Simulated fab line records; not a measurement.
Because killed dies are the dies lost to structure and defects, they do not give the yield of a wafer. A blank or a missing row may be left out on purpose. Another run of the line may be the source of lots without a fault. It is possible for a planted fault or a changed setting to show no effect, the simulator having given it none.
Chamber matching + flow n5 finfet + N5_DUMMY_GATE_ETCH_32 on rie si-03: 4 sister chambers
The step etches SiO2 in CF4, target depth 3.5 nm, time 3.9 s. 8 wafers are shown with their chamber, then 8 later ones without.

## WAFERS WITH THEIR CHAMBER
| wafer  | chamber | throttle valve pct (%) | drypump motor current A (A) |
|--------|---------|------------------------|-----------------------------|
| L078.1 | 2       | 22.19                  | 4.9                         |
| L078.2 | 0       | 21.99                  | 6.3                         |
| L081.1 | 2       | 22.19                  | 4.9                         |
| L081.6 | 0       | 22.00                  | 6.2                         |
| L084.1 | 3       | 21.88                  | 5.7                         |
| L084.2 | 1       | 22.26                  | 5.1                         |
| L084.5 | 3       | 21.87                  | 5.8                         |
| L085.2 | 1       | 22.26                  | 5.1                         |

## WAFERS WITHOUT THEIR CHAMBER
| wafer  | throttle valve pct (%) | drypump motor current A (A) |
|--------|------------------------|-----------------------------|
| L085.5 | 21.88                  | 5.7                         |
| L085.6 | 22.16                  | 4.9                         |
| L091.4 | 22.24                  | 5.1                         |
| L091.5 | 22.18                  | 4.9                         |
| L091.6 | 21.86                  | 5.7                         |
| L096.1 | 21.86                  | 5.7                         |
| L096.4 | 22.26                  | 5.0                         |
| L096.5 | 22.00                  | 6.2                         |

## EACH ONE'S CHAMBER
| wafer  | from the rows above | in truth |
|--------|---------------------|----------|
| L085.5 | 3                   | 3        |
| L085.6 | 2                   | 2        |
| L091.4 | 1                   | 1        |
| L091.5 | 2                   | 2        |
| L091.6 | 3                   | 3        |
| L096.1 | 3                   | 3        |
| L096.4 | 1                   | 1        |
| L096.5 | 0                   | 0        |
8 of 8 placed correctly. From these rows, 0 cannot be placed. Placed wrongly: 0.
How it was worked out, from the rows above alone: a wafer's distance from a chamber is the root of the sum, over the readings, of the square of ((its reading less the chamber's mean) divided by the reading's scatter). If the next closest chamber is less than 2 further off than the closest, the wafer can't be placed; otherwise it belongs to the closest. For every chamber, the mean is computed from those of its wafers that are shown. The scatter: the root of (the sum of the squares of (reading less its chamber's mean) over the shown wafers, divided by (wafers less chambers)).
